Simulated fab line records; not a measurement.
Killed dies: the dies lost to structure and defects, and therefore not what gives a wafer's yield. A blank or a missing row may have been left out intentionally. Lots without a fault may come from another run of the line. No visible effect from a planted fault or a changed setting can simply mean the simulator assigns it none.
fab line records + flow n5_finfet
record:
- lots: 4
- wafers: 12
- last_day: 16
route steps=1938 shown SD_EPI_N@274 SD_EPI_P@295 SD_ACTIVATION@332 MOL_CONTACT_COAG@537 BEOL_M4@1111 PASSIVATION@1936
lots untouched by any fault: they come from a run of this same line in which no faults occurred
start_h: the number of hours between the record's first day and the start of the first shown wafer of the lot + wait_h: how many hours have passed since the lot's step before this one + " repeats the value in the row above + L1.1+2: a row that stands for several wafers + - value missing, or start not given + * or withheld: withheld + < > ~ a bound
route shown NAME@n: NAME is a module with steps in the file, n the number in the route of the first one + usual: average and standard deviation across the fault-free wafers + same: alike in all rows + chamber/n: place in a boat + sites: each site's reading + _std_site: how widely they spread, as a standard deviation + _edge_site: outer sites' mean less inner sites' + radius_mm: how far each site lies from the wafer's centre + mask NAME#n: copy n + behind: the most recent tool/chamber to have shaped the wafer + hold: the reason the lot was held/the length of the hold in hours/how it ended + device: the transistor (n, p or np) that didn't switch + end of line: the route-end tests of the same wafers + a step given without rows: its recipe and nothing more + killed: dies that structure and defects cost at the first sort, which is not the same as the wafer's yield + map: shows each die of a wafer: x if killed, . if not, _ if none is there
set.NAME: the setting the step ran with; set.NAME@STEP: the setting that earlier step ran with + model.NAME: the simulator's own value behind a step, which no gauge read
certain route steps with their lots: each step a table, each wafer a row
services: from which hour (start_h, from the record's first day; less than 0 if before it) a tool's chamber was out of use, for how many hours, and why
== steps ==
step: N5_SD_EPI_N_ETCH_34
recipe:
- chemistry: CF4
- target: SiARC
- target_depth_a: 455
- mask_material: CAR-ArF-block
- time_s: 75.8
- ion_energy_ev: 80
- pressure_mtorr: 40
- source_w: 545
- bias_w: 36
- Ar_flow_sccm: 100
- cf4_flow_sccm: 100
- ends: cleared
step: N5_SD_EPI_N_ETCH_35
recipe:
- chemistry: N2/H2
- target: SOC
- overetch_a: 1080
- mask_material: SiARC
- temp_c: 40
- ion_energy_ev: 100
- source_w: 3000
- bias_w: 133
- pressure_mtorr: 20
- time_s: 486
- n2_flow_sccm: 200
- h2_flow_sccm: 200
step: N5_SD_EPI_N_STRIP_36
recipe:
- chemistry: N2/H2
- temp_c: 40
- n2_flow_sccm: 200
- h2_flow_sccm: 200
- rf_frequency_hz: 6e+07
step: N5_SD_EPI_N_ETCHBACK_44
recipe:
- chemistry: CH3F/O2
- mode: anisotropic_etchback
- target: SiNx
- target_depth_a: 145
- stop_on: SiO2
- over_etch_frac: 0.3
- ion_energy_ev: 120
- pressure_mtorr: 30
- source_w: 395
- bias_w: 73
- Ar_flow_sccm: 150
- CH3F_flow_sccm: 30
- O2_flow_sccm: 20
step: N5_SD_EPI_N_ETCH_45
recipe:
- chemistry: CH3F/O2
- target: SiOCN
- target_depth_a: 60
- mask_material: SOC
- ion_energy_ev: 60
- bias_w: 29
- pressure_mtorr: 15
- source_w: 410
- Ar_flow_sccm: 150
- CH3F_flow_sccm: 30
- O2_flow_sccm: 20
step: N5_SD_EPI_N_ETCH_16
recipe:
- chemistry: CHF3/O2
- target: SiO2
- target_depth_a: 50
- mask_material: SOC
- pressure_mtorr: 30
- source_w: 650
- bias_w: 170
- Ar_flow_sccm: 200
- CHF3_flow_sccm: 50
- O2_flow_sccm: 5
- ion_energy_ev: 200
step: N5_SD_EPI_N_STRIP_47
recipe:
- chemistry: CHF3/O2
- resist: SiARC
- rf_frequency_hz: 6e+07
step: N5_SD_EPI_N_SD_RECESS_17
recipe:
- chemistry: HBr/Cl2/O2
- target_depth_a: 410
- mask_material: SOC
- time_s: 23.7
- bt_time_s: 3
- pressure_mtorr: 10
- icp_w: 800
- bias_w: 112
- HBr_flow_sccm: 150
- Cl2_flow_sccm: 80
- O2_flow_sccm: 12
step: N5_SD_EPI_N_STRIP_38
recipe:
- chemistry: N2/H2
- power_w: 1000
- temp_c: 250
- h2_frac: 0.65
- overash_fraction: 0.3
- pressure_mtorr: withheld
- n2_flow_sccm: 1750
- h2_flow_sccm: 3250
step: N5_SD_EPI_N_WET_ETCH_43
recipe:
- chemistry: dHF
- dilution: withheld
- time_s: 14
- target: SiO2
- target_depth_a: 15
- temp_c: 25
step: N5_SD_EPI_N_STRIP_18
recipe:
- chemistry: SPM
- time_s: 750
- temp_c: 130
- h2so4_h2o2_vol_ratio: 4
step: N5_SD_EPI_N_SRD_20
recipe:
- dry: ipa_marangoni
- do_ppb: 5
- time_s: 30
- temp_c: 23
- rinse_liquid: diw
step: N5_SD_EPI_N_PRECLEAN_48
recipe:
- chemistry: NF3:NH3
- afs_cycles: 2
- temp_c: 30
- time_s: 20
- sublimation_temp_c: 180
- sublimation_time_s: 60
- pressure_torr: 3
- rf_power_w: 30
usual:
- afs_cycles: 2/0
- chamber_pressure_Torr: 2.999/0.0062
- time_s: 20/0
| lot.wafer | tool         | chamber | start_h | wait_h | afs_cycles | chamber_pressure_Torr | time_s | model.SiNx_of_SPACER0_ALD_08.thk_nm |
|-----------|--------------|---------|---------|--------|------------|-----------------------|--------|-------------------------------------|
| L150.2    | epi_rpcvd-02 | 0       | 98.76   | 0.1    | 2          | 3.004                 | 20     | 1.4                                 |
| L150.4    | "            | 0       | "       | "      | 2          | 2.999                 | 20     | 1.2                                 |
| L150.6    | "            | 0       | "       | "      | 2          | 3.005                 | 20     | 1.2                                 |
| L158.3    | epi_rpcvd-01 | -       | 152.18  | 0.2    | -          | -                     | -      | 1.6                                 |
| L158.4    | "            | -       | "       | "      | -          | -                     | -      | 1.4                                 |
| L158.5    | "            | -       | "       | "      | -          | -                     | -      | 1.6                                 |
| L159.2    | epi_rpcvd-02 | -       | 152.32  | 0.1    | -          | -                     | -      | 1.6                                 |
| L159.3    | "            | -       | "       | "      | -          | -                     | -      | 1.6                                 |
| L159.5    | "            | -       | "       | "      | -          | -                     | -      | 1.6                                 |
| L160.1    | epi_rpcvd-01 | 0       | 158.65  | 0.0    | 2          | 3.001                 | 20     | 1.4                                 |
| L160.2    | "            | 0       | "       | "      | 2          | 2.992                 | 20     | 1.4                                 |
| L160.5    | "            | 0       | "       | "      | 2          | 3.000                 | 20     | 1.4                                 |
step: N5_SD_EPI_N_VAPOR_ETCH_50
recipe:
- chemistry: HCl
- target: Si
- temp_c: 775
- time_s: 54
- pressure_torr: 20
- mode: isotropic
step: N5_SD_EPI_N_EPI_21
recipe:
- material: Si:P
- dopant: P
- temp_c: 680
- pressure_torr: 255
- time_s: 690
usual:
- susceptor_temp_C_max: 681.2/0.43
same:
- time_s: 690
| lot.wafer | tool         | chamber | start_h | wait_h | susceptor_temp_C_max | model.Si-P_of_SD_EPI_N_EPI_21.thk_nm |
|-----------|--------------|---------|---------|--------|----------------------|--------------------------------------|
| L150.2    | epi_rpcvd-02 | 0       | 99.52   | 0.4    | 680.5                | 59.4                                 |
| L150.4    | "            | 0       | "       | "      | 681.1                | 60.6                                 |
| L150.6    | "            | 0       | "       | "      | 680.9                | 60                                   |
| L159.2    | epi_rpcvd-02 | 0       | 153.08  | 0.4    | 681.7                | 1.6                                  |
| L159.3    | "            | 0       | "       | "      | 681.7                | 0.2                                  |
| L159.5    | "            | 0       | "       | "      | 682.0                | 1.4                                  |
| L158.3    | epi_rpcvd-01 | 0       | 153.16  | 0.7    | 681.2                | 1.2                                  |
| L158.4    | "            | 0       | "       | "      | 681.3                | 1.4                                  |
| L158.5    | "            | 0       | "       | "      | 681.0                | 1.6                                  |
| L160.1    | epi_rpcvd-01 | 0       | 159.19  | 0.1    | 680.3                | 58.4                                 |
| L160.2    | "            | 0       | "       | "      | 680.6                | 58.8                                 |
| L160.5    | "            | 0       | "       | "      | 680.5                | 58.6                                 |
step: N5_SD_EPI_N_PRECLEAN_24
recipe:
- chemistry: O3/DIW
- time_s: 60
- temp_c: 22
- o3_ppm: 10
step: N5_SD_EPI_N_SRD_25
recipe:
- time_s: 30
- temp_c: 23
- rinse_liquid: diw
- dry: ipa_marangoni
step: N5_SD_EPI_N_PRECLEAN_49
recipe:
- chemistry: NF3:NH3
- afs_cycles: 1
- temp_c: 30
- time_s: 20
- sublimation_temp_c: 180
- sublimation_time_s: 60
- pressure_torr: 3
- rf_power_w: 30
step: N5_SD_EPI_N_LINER_46
recipe:
- material: SiNx
- target_thk_a: 30
- temp_c: 400
- ald_precursor_family: SiH2I2
- ald_co_reactant: N2/H2-plasma
- pressure_torr: 2
step: N5_SD_EPI_P_COAT_34
recipe:
- resist: SOC
- temp_c: 250
- time_s: 60
- spin_rpm: 1500
- resist_thk_nm: 350
step: N5_SD_EPI_P_COAT_35
recipe:
- resist: SiARC
- temp_c: 220
- time_s: 60
- spin_rpm: 1500
- resist_thk_nm: 35
step: N5_SD_EPI_P_COAT_03
recipe:
- resist: CAR-ArF-block
- spin_rpm: 1500
- resist_thk_nm: 150
step: N5_SD_EPI_P_EBR_05
recipe:
- solvent: PGMEA
- ebr_width_mm: 1.5
step: N5_SD_EPI_P_SOFTBAKE_04
recipe:
- temp_c: 110
- time_s: 60
- resist: CAR-ArF-block
step: N5_SD_EPI_P_EXPOSE_06
recipe:
- mask_id: SD_P_BLK
- na: 1.35
- source_shape: conventional
- sigma_outer: 0.8
- polarization: unpolarized
- target_cd_nm: 240
- dose_mj: 39.5
step: N5_SD_EPI_P_PEB_07
recipe:
- peb_temp_c: 110
- peb_time_s: 60
- resist: CAR-ArF-block
step: N5_SD_EPI_P_DEVELOP_08
recipe:
- develop_time_s: 30
- developer: TMAH
- resist: CAR-ArF-block
- dev_temp_c: 23
- rinse_liquid: diw
- dry: air_spin
step: N5_SD_EPI_P_DESCUM_14
recipe:
- chemistry: O2
- time_s: 7.9
- source_power_w: 50
- bias_power_w: 20
- pressure_mtorr: 20
- rf_frequency_hz: 2.712e+07
- temp_c: 40
- resist: CAR-ArF-block
- o2_flow_sccm: 225
step: N5_SD_EPI_P_ETCH_36
recipe:
- chemistry: CF4
- target: SiARC
- target_depth_a: 455
- mask_material: CAR-ArF-block
- time_s: 75.8
- ion_energy_ev: 80
- pressure_mtorr: 40
- source_w: 545
- bias_w: 36
- Ar_flow_sccm: 100
- cf4_flow_sccm: 100
- ends: cleared
step: N5_SD_EPI_P_ETCH_37
recipe:
- chemistry: N2/H2
- target: SOC
- overetch_a: 1080
- mask_material: SiARC
- temp_c: 40
- ion_energy_ev: 100
- source_w: 3000
- bias_w: 133
- pressure_mtorr: 20
- time_s: 486
- n2_flow_sccm: 200
- h2_flow_sccm: 200
- ends: end_point
step: N5_SD_EPI_P_STRIP_38
recipe:
- chemistry: N2/H2
- temp_c: 40
- n2_flow_sccm: 200
- h2_flow_sccm: 200
- rf_frequency_hz: 6e+07
step: N5_SD_EPI_P_ETCHBACK_46
recipe:
- chemistry: CH3F/O2
- mode: anisotropic_etchback
- target: SiNx
- target_depth_a: 175
- stop_on: SiO2
- over_etch_frac: 0.3
- ion_energy_ev: 120
- pressure_mtorr: 30
- source_w: 395
- bias_w: 73
- Ar_flow_sccm: 150
- CH3F_flow_sccm: 30
- O2_flow_sccm: 20
step: N5_SD_EPI_P_ETCH_47
recipe:
- chemistry: CH3F/O2
- target: SiOCN
- target_depth_a: 250
- mask_material: SOC
- ion_energy_ev: 60
- bias_w: 29
- pressure_mtorr: 30
- source_w: 410
- Ar_flow_sccm: 150
- CH3F_flow_sccm: 30
- O2_flow_sccm: 20
step: N5_SD_EPI_P_ETCH_16
recipe:
- chemistry: CHF3/O2
- target: SiO2
- target_depth_a: 50
- mask_material: SOC
- pressure_mtorr: 30
- source_w: 650
- bias_w: 170
- Ar_flow_sccm: 200
- CHF3_flow_sccm: 50
- O2_flow_sccm: 5
- ion_energy_ev: 200
step: N5_SD_EPI_P_STRIP_50
recipe:
- chemistry: CHF3/O2
- resist: SiARC
- rf_frequency_hz: 6e+07
step: N5_SD_EPI_P_SD_RECESS_17
recipe:
- chemistry: HBr/Cl2/O2
- target_depth_a: 391
- bt_time_s: 3
- pressure_mtorr: 10
- icp_w: 800
- bias_w: 112
- HBr_flow_sccm: 150
- Cl2_flow_sccm: 80
- O2_flow_sccm: 12
step: N5_SD_EPI_P_WET_ETCH_45
recipe:
- chemistry: dHF
- dilution: withheld
- time_s: 10.7
- target: SiO2
- target_depth_a: 20
- temp_c: 25
- dry: ipa_marangoni
- rinse_time_s: 30
- rinse_temp_c: 23
step: N5_SD_ACTIVATION_RS_MEAS_03
recipe:
- thk_meas_gauge: four-point-probe
usual:
- RS_SD_N: 21.9/0.3
- RS_SD_P: 56.1/0.82
| lot.wafer | tool          | chamber | start_h | wait_h | RS_SD_N[ohm/sq] | RS_SD_P[ohm/sq] |
|-----------|---------------|---------|---------|--------|-----------------|-----------------|
| L150.2    | film_metro-02 | -       | 106.06  | 0.2    | 21.8            | 56.4            |
| L150.4    | "             | -       | "       | "      | 21.4            | 56.5            |
| L150.6    | "             | -       | "       | "      | 21.5            | 57.9            |
| L158.3    | film_metro-02 | -       | 159.82  | 0.2    | -               | 55.0            |
| L158.4    | "             | -       | "       | "      | -               | 56.0            |
| L158.5    | "             | -       | "       | "      | -               | 55.4            |
| L159.2    | film_metro-01 | -       | 162.53  | 0.2    | -               | 56.5            |
| L159.3    | "             | -       | "       | "      | -               | 57.2            |
| L159.5    | "             | -       | "       | "      | -               | 56.5            |
| L160.1    | film_metro-02 | -       | 166.99  | 0.2    | 21.9            | 57.5            |
| L160.2    | "             | -       | "       | "      | 21.7            | 56.9            |
| L160.5    | "             | -       | "       | "      | 21.9            | 57.5            |
step: N5_MOL_CONTACT_COAG_ETCH_15
recipe:
- chemistry: CH3F/O2
- target: SiNx
- target_depth_a: 70
- mask_material: SOC
- stop_on: Si:P
- over_etch_frac: 0.75
- ion_energy_ev: 120
- pressure_mtorr: 30
- source_w: 395
- bias_w: 73
- Ar_flow_sccm: 150
- CH3F_flow_sccm: 30
- O2_flow_sccm: 20
usual:
- drypump_motor_current_A: 5.7/0.5
- oes_product_au: 0.56/0.051
- rf_vpp_V: 297.1/2.3
- showerhead_plenum_p_Torr: 1.975/0.028
- throttle_valve_pct: 16.39/0.26
| lot.wafer | tool        | chamber | start_h | wait_h | drypump_motor_current_A | oes_product_au | rf_hours_counter_h | rf_vpp_V | showerhead_plenum_p_Torr | throttle_valve_pct | model.Si-P_of_SD_EPI_N_EPI_21.thk_nm |
|-----------|-------------|---------|---------|--------|-------------------------|----------------|--------------------|----------|--------------------------|--------------------|--------------------------------------|
| L150.2    | rie_diel-01 | 1       | 136.39  | 0.0    | 5.7                     | 0.52           | 220                | 300.5    | 1.969                    | 16.42              | 58.6                                 |
| L150.4    | "           | 2       | "       | "      | 5.7                     | 0.50           | 250                | 294.9    | 1.969                    | 16.80              | 59.6                                 |
| L150.6    | "           | 1       | "       | "      | 5.7                     | 0.52           | -                  | 300.9    | 1.969                    | 16.41              | 59.2                                 |
| L158.3    | rie_diel-01 | 1       | 190.75  | 0.0    | 5.7                     | 0.50           | 239                | 298.1    | 1.963                    | 16.45              | 1.2                                  |
| L158.4    | "           | 3       | "       | "      | 4.8                     | 0.54           | 200                | 299.6    | 1.985                    | 16.56              | 1.4                                  |
| L158.5    | "           | 2       | "       | "      | 5.7                     | 0.69           | -                  | 295.4    | 1.965                    | 16.31              | 1.6                                  |
| L159.2    | rie_diel-05 | 2       | 192.64  | 0.0    | 5.1                     | 0.52           | 181                | 298.1    | 1.904                    | 16.45              | 1.6                                  |
| L159.3    | "           | 3       | "       | "      | 5.7                     | 0.52           | 220                | 298.2    | 1.976                    | 16.78              | 0.2                                  |
| L159.5    | "           | 0       | "       | "      | 5.1                     | 0.49           | -                  | 292.9    | 1.972                    | 16.36              | 1.2                                  |
| L160.1    | rie_diel-02 | 3       | 197.92  | 0.0    | 6.0                     | 0.55           | 124                | 296.6    | 2.012                    | 16.27              | 57.6                                 |
| L160.2    | "           | 1       | "       | "      | 6.1                     | 0.52           | 169                | 300.2    | 1.996                    | 16.19              | 57.8                                 |
| L160.5    | "           | 3       | "       | "      | 6.0                     | 0.56           | -                  | 295.5    | 2.011                    | 16.28              | 57.8                                 |
step: N5_BEOL_M4_RC_MEAS_101
usual:
- DIBL_P: 36.5/1.6
- IOFF_P: 0.219/0.029
- ION_P: 464/6.2
- SS_P: 73.4/0.57
- VT_P: -250/3
| lot.wafer | tool      | chamber | start_h | wait_h | DIBL_P[mV/V] | IOFF_P[nA/um] | ION_P[uA/um] | SS_P[mV/dec] | VT_P[mV] |
|-----------|-----------|---------|---------|--------|--------------|---------------|--------------|--------------|----------|
| L150.2    | prober-01 | 0       | 214.85  | 0.2    | 36.2         | 0.253         | 473          | 73.3         | -244     |
| L150.4    | "         | 0       | "       | "      | 33.7         | 0.213         | 468          | 72.0         | -248     |
| L150.6    | "         | 0       | "       | "      | 34.5         | 0.221         | 469          | 72.5         | -248     |
| L158.3    | prober-02 | 0       | 262.51  | 0.3    | 33.1         | 0.169         | 453          | 72.9         | -253     |
| L158.4    | "         | 0       | "       | "      | 36.7         | 0.213         | 457          | 73.5         | -249     |
| L158.5    | "         | 0       | "       | "      | 36.0         | 0.202         | 460          | 73.2         | -248     |
| L159.2    | prober-02 | 0       | 272.07  | 0.2    | 37.8         | 0.255         | 472          | 74.0         | -246     |
| L159.3    | "         | 0       | "       | "      | 37.0         | 0.239         | 466          | 73.9         | -247     |
| L159.5    | "         | 0       | "       | "      | 37.2         | 0.246         | 472          | 73.8         | -246     |
| L160.1    | prober-01 | 0       | 282.69  | 0.0    | 40.7         | 0.254         | 466          | 75.2         | -249     |
| L160.2    | "         | 0       | "       | "      | 41.1         | 0.262         | 470          | 73.8         | -249     |
| L160.5    | "         | 0       | "       | "      | 40.1         | 0.236         | 469          | 74.2         | -251     |
step: N5_PASSIVATION_PROBE_49
usual:
- defect_limited_yield: 91.2/1.6
- killed_at_M0_to_M3: 33/11
- killed_at_M4_up: 15/6.2
- killed_at_contacts: 15/7.1
- killed_at_front_end: 38/12
- killed_at_other: 4/3.5
- killed_dies: 104/19
- killed_on_rim: 14/4
- killed_open: 69/14
- killed_short: 34/8.5
- sort_bin_5_function: 5.2/0.99
- sort_bin_6_memory: 3.3/0.77
- sort_bin_8_speed: 0/0
- sort_n_pass: 1076/19
- sort_yield_pct: 91.2/1.6
same:
- gross_dies: 1180
- killed_at_back_side: 0
- sort_bin_4_leakage[%]: 0
| lot.wafer | tool      | chamber | start_h | wait_h | defect_limited_yield[%] | killed_at_M0_to_M3 | killed_at_M4_up | killed_at_contacts | killed_at_front_end | killed_at_other | killed_dies | killed_on_rim | killed_open | killed_short | sort_bin_5_function[%] | sort_bin_6_memory[%] | sort_bin_8_speed[%] | sort_n_pass | sort_yield_pct[%] |
|-----------|-----------|---------|---------|--------|-------------------------|--------------------|-----------------|--------------------|---------------------|-----------------|-------------|---------------|-------------|--------------|------------------------|----------------------|---------------------|-------------|-------------------|
| L150.2    | prober-02 | -       | 321.03  | 0.1    | 91.6                    | 23                 | 15              | 19                 | 42                  | 0               | 99          | 7             | 59          | 40           | 5.2                    | 3.1                  | 0                   | 1081        | 91.6              |
| L150.4    | prober-02 | -       | 321.13  | 0.2    | 92.8                    | 23                 | 18              | 11                 | 30                  | 3               | 85          | 12            | 57          | 26           | 4.2                    | 2.7                  | 0                   | 1095        | 92.8              |
| L150.6    | prober-02 | -       | 321.23  | 0.3    | 90.8                    | 22                 | 19              | 31                 | 36                  | 1               | 109         | 11            | 70          | 34           | 5.3                    | 3.5                  | 0                   | 1071        | 90.8              |
| L158.3    | prober-02 | -       | 370.39  | 0.8    | 90.0                    | 48                 | 21              | 8                  | 41                  | 0               | 118         | 18            | 74          | 43           | 5.6                    | 4.0                  | 90.00               | 0           | 0                 |
| L158.4    | prober-02 | -       | 370.44  | 0.9    | 92.6                    | 26                 | 17              | 10                 | 34                  | 0               | 87          | 13            | 58          | 28           | 4.2                    | 2.8                  | 92.63               | 0           | 0                 |
| L158.5    | prober-02 | -       | 370.49  | 0.9    | 93.2                    | 17                 | 13              | 12                 | 37                  | 1               | 80          | 19            | 60          | 18           | 4.7                    | 2.0                  | 93.22               | 0           | 0                 |
| L159.2    | prober-01 | -       | 374.44  | 0.1    | 92.5                    | 29                 | 18              | 13                 | 28                  | 1               | 89          | 6             | 60          | 27           | 4.2                    | 3.2                  | 92.46               | 0           | 0                 |
| L159.3    | prober-01 | -       | 374.49  | 0.1    | 90.7                    | 47                 | 9               | 24                 | 26                  | 4               | 110         | 14            | 75          | 35           | 5.4                    | 3.5                  | 90.68               | 0           | 0                 |
| L159.5    | prober-01 | -       | 374.59  | 0.2    | 93.0                    | 25                 | 14              | 4                  | 34                  | 6               | 83          | 11            | 51          | 31           | 4.0                    | 2.7                  | 92.97               | 0           | 0                 |
| L160.1    | prober-01 | -       | 383.24  | 0.0    | 88.2                    | 33                 | 15              | 19                 | 59                  | 13              | 139         | 19            | 94          | 45           | 5.6                    | 5.8                  | 0                   | 1041        | 88.2              |
| L160.2    | prober-01 | -       | 383.29  | 0.1    | 91.3                    | 24                 | 16              | 14                 | 42                  | 7               | 103         | 11            | 70          | 33           | 4.5                    | 3.7                  | 0                   | 1077        | 91.3              |
| L160.5    | prober-01 | -       | 383.44  | 0.2    | 88.6                    | 27                 | 28              | 14                 | 57                  | 8               | 134         | 15            | 84          | 49           | 6.9                    | 4.2                  | 0                   | 1046        | 88.6              |
killed by level:class
L150.2 MOL_CONTACT_COAG:geometric_particle:open=15 FIN_SAQP:geometric_particle:short=9 FIN_SAQP:geometric_particle:open=8 GATE_CUT:geometric_particle:short=7 BEOL_M0_SAQP:geometric_particle:short=6 BEOL_M0_SAQP:geometric_particle:open=6 GATE_CUT:geometric_particle:open=5 BEOL_M5:geometric_particle:open=5
L150.4 STI_FIN_REVEAL:geometric_particle:open=10 MOL_CONTACT_COAG:geometric_particle:open=9 BEOL_M0_SAQP:geometric_particle:open=8 BEOL_M4:geometric_particle:open=8 BEOL_M0_SAQP:geometric_particle:short=6 BEOL_M5:geometric_particle:open=5 FIN_SAQP:geometric_particle:open=4 STI_FIN_REVEAL:geometric_particle:short=3
L150.6 MOL_CONTACT_COAG:geometric_particle:open=24 BEOL_M4:geometric_particle:open=10 MOL_CONTACT_COAG:geometric_particle:short=7 GATE_CUT:geometric_particle:short=6 BEOL_M0_SAQP:geometric_particle:short=6 STARTING-WAFER:geometric_particle:open=5 FIN_SAQP:geometric_particle:short=4 FIN_SAQP:geometric_particle:open=4
L158.3 BEOL_M4:geometric_particle:open=12 BEOL_M2:geometric_particle:short=10 BEOL_M0:geometric_particle:open=9 BEOL_M0_SAQP:geometric_particle:short=9 DUMMY_GATE:geometric_particle:open=8 BEOL_M2:geometric_particle:open=8 MOL_CONTACT_COAG:geometric_particle:open=7 BEOL_M0_SAQP:geometric_particle:open=7
L158.4 FIN_SAQP:geometric_particle:open=12 BEOL_M4:geometric_particle:open=10 MOL_CONTACT_COAG:geometric_particle:open=8 BEOL_M2:geometric_particle:open=7 BEOL_M2:geometric_particle:short=7 STI_FIN_REVEAL:geometric_particle:open=5 FIN_SAQP:geometric_particle:short=4 BEOL_M0_SAQP:geometric_particle:short=4
L158.5 MOL_CONTACT_COAG:geometric_particle:open=12 FIN_SAQP:geometric_particle:open=10 DUMMY_GATE:geometric_particle:open=8 BEOL_M1:geometric_particle:open=6 BEOL_M4:geometric_particle:open=5 GATE_CUT:geometric_particle:short=4 FIN_SAQP:geometric_particle:short=3 BEOL_M0_SAQP:geometric_particle:open=3
L159.2 MOL_CONTACT_COAG:geometric_particle:open=10 BEOL_M2:geometric_particle:open=9 BEOL_M4:geometric_particle:open=7 FIN_SAQP:geometric_particle:short=7 FIN_SAQP:geometric_particle:open=6 BEOL_M0_SAQP:geometric_particle:open=5 BEOL_M1:geometric_particle:open=4 BEOL_M5:geometric_particle:open=4
L159.3 MOL_CONTACT_COAG:geometric_particle:open=21 BEOL_M2:geometric_particle:open=18 BEOL_M1:geometric_particle:open=10 BEOL_M0_SAQP:geometric_particle:short=9 STARTING-WAFER:geometric_particle:short=8 BEOL_M4:geometric_particle:open=4 FIN_SAQP:geometric_particle:open=3 STI_FIN_REVEAL:geometric_particle:open=3
L159.5 BEOL_M0_SAQP:geometric_particle:open=6 BEOL_M4:geometric_particle:open=6 STARTING-WAFER:geometric_particle:open=6 BEOL_M2:geometric_particle:open=5 FIN_SAQP:geometric_particle:short=4 STI_FIN_REVEAL:geometric_particle:open=4 GATE_CUT:geometric_particle:short=4 BEOL_M0_SAQP:geometric_particle:short=4
L160.1 STI_FIN_REVEAL:geometric_particle:open=16 MOL_CONTACT_COAG:geometric_particle:open=16 BEOL_M1:geometric_particle:open=9 BEOL_M4:geometric_particle:open=9 FIN_SAQP:geometric_particle:short=8 FIN_SAQP:geometric_particle:open=7 BEOL_M3:geometric_particle:open=7 GATE_CUT:geometric_particle:short=6
L160.2 FIN_SAQP:geometric_particle:open=13 MOL_CONTACT_COAG:geometric_particle:open=11 BEOL_M4:geometric_particle:open=11 FIN_SAQP:geometric_particle:short=10 BEOL_M1:geometric_particle:open=6 BEOL_M0:geometric_particle:open=5 BEOL_M1:geometric_particle:short=4 BEOL_M2:geometric_particle:open=4
L160.5 BEOL_M4:geometric_particle:open=20 FIN_SAQP:geometric_particle:open=17 FIN_SAQP:geometric_particle:short=12 MOL_CONTACT_COAG:geometric_particle:open=10 STI_FIN_REVEAL:geometric_particle:open=7 BEOL_M2:geometric_particle:open=7 BEOL_M1:geometric_particle:short=5 BEOL_M1:geometric_particle:open=5
map L158.3 (x killed, . not)
_________________...x........________________
______________...........x.x...._____________
___________.........x.........x....__________
__________x......................x.._________
________.....x........xxx....x...x.x.._______
_______.x..............x....x..........______
______...........xx................x...._____
_____..........x.....x...................____
____.....................................x___
___......x...x.x.x.......................xx__
___.....................x...........x......__
__x.....x..................x..x............._
__.........x...x.x.................x..xx...._
_.......x.........x...................x...x..
_...x..............x...x.....xx.......x......
_.x...x...x..x................x..............
_.............x..............x......x........
_...x.........x......x.................x.x.x.
_....x........................x....x........x
_.x.x..........x....x...x.........x.........x
_..................................x.......x.
__.................x.........x...........x.._
__......................x..x.x..x.....x....._
___..xx.............x....................x.__
___.....x..............x..x................__
____......................x..............x___
_____........x..........................x____
______........x........x.x.....x........_____
_______.xxx.x....x.x.x...........x..x..______
________..x..............x...........x_______
__________x......x.................._________
___________...........x.....x......__________
______________.................._____________
_________________..x.........________________
map L159.3 (x killed, . not)
_________________..x.........________________
______________............x....._____________
___________........................__________
__________.......xx..x........x.x..._________
________..x........x...x.............._______
_______x..x...x...........x..x.......x.______
______...x.....x.....x.................._____
_____.x............x.....................____
____..............x.................x.....___
___.......xx..x.x..x...............x....x..__
___...x....................................__
__..............x..x..x.........x..........._
__....x....x..............x.....x..........._
_........................x...................
_xx.....................x.x..x....x..x..x....
_....x.....................x.................
_.xx...................................x..x..
_.....xx..............x......................
_...x.x.x..xxx.x.............................
_......x............x...x.................x.x
_.............x..............x...............
__.................x..............x........._
__.......x..x..x............................_
___......x..................x..............__
___..........x....xx...............x......x__
____.................xx........x..........___
_____...................x.......x.......x____
______.........x......x....x........xx.._____
_______.........x.........x.......x....______
________.x............................_______
__________.x...x...........x.x......_________
___________x...xx.....x.....x......__________
______________........x........._____________
_________________........xx..________________
== services ==
| tool         | chamber | start_h | hours | kind                          |
|--------------|---------|---------|-------|-------------------------------|
| rie_diel-01  | 1       | 88.68   | 15.3  | repair                        |
| rie_diel-01  | 1       | 126.77  | 8.7   | repair                        |
| rie_diel-01  | 2       | 136.93  | -     | clean                         |
| rie_diel-01  | 2       | 136.93  | -     | consumable_replace:focus_ring |
| rie_diel-01  | 2       | 136.93  | 22.3  | scheduled_down                |
| rie_diel-01  | 2       | 136.93  | 22.3  | vent_cycle                    |
| rie_diel-05  | 0       | 141.50  | 9.7   | repair                        |
| rie_diel-05  | 1       | 163.92  | 15.8  | repair                        |
| rie_diel-05  | 1       | 184.07  | -     | clean                         |
| rie_diel-05  | 1       | 184.07  | -     | consumable_replace:focus_ring |
| rie_diel-05  | 1       | 184.07  | 21.9  | scheduled_down                |
| rie_diel-05  | 1       | 184.07  | 21.9  | vent_cycle                    |
| epi_rpcvd-01 | -       | 197.07  | 1.5   | repair                        |
== key ==
first_sign:
- step: N5_SD_EPI_N_PRECLEAN_48
- reading: tool_record
- direction: missing
effect:
- step: N5_SD_ACTIVATION_RS_MEAS_03
- reading: RS_SD_N
- direction: missing
effect:
- step: N5_PASSIVATION_PROBE_49
- reading: sort_bin_8_speed
- direction: up
- sigmas: 99+
- usual: 0
- struck: 91.99
model_effect:
- step: N5_SD_EPI_N_PRECLEAN_48
- value: SiNx_of_SPACER0_ALD_08.thk_nm
- without: 1.3
- struck: 1.567
model_effect:
- step: N5_SD_EPI_N_EPI_21
- value: Si-P_of_SD_EPI_N_EPI_21.thk_nm
- without: 58.87
- struck: 1.233
model_effect:
- step: N5_MOL_CONTACT_COAG_ETCH_15
- value: Si-P_of_SD_EPI_N_EPI_21.thk_nm
- without: 58.47
- struck: 1.467
met_at N5_SD_EPI_N_PRECLEAN_48
struck_wafers L158.3,L158.4,L158.5,L159.2,L159.3,L159.5
onset_between 98.76 152.18
fault:
- kind: skipped_step_whole
- tool: epi_rpcvd-01,epi_rpcvd-02
- chamber: -
- onset_h: 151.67
- steps: N5_SD_EPI_N_PRECLEAN_48
- scope: struck_lots_only
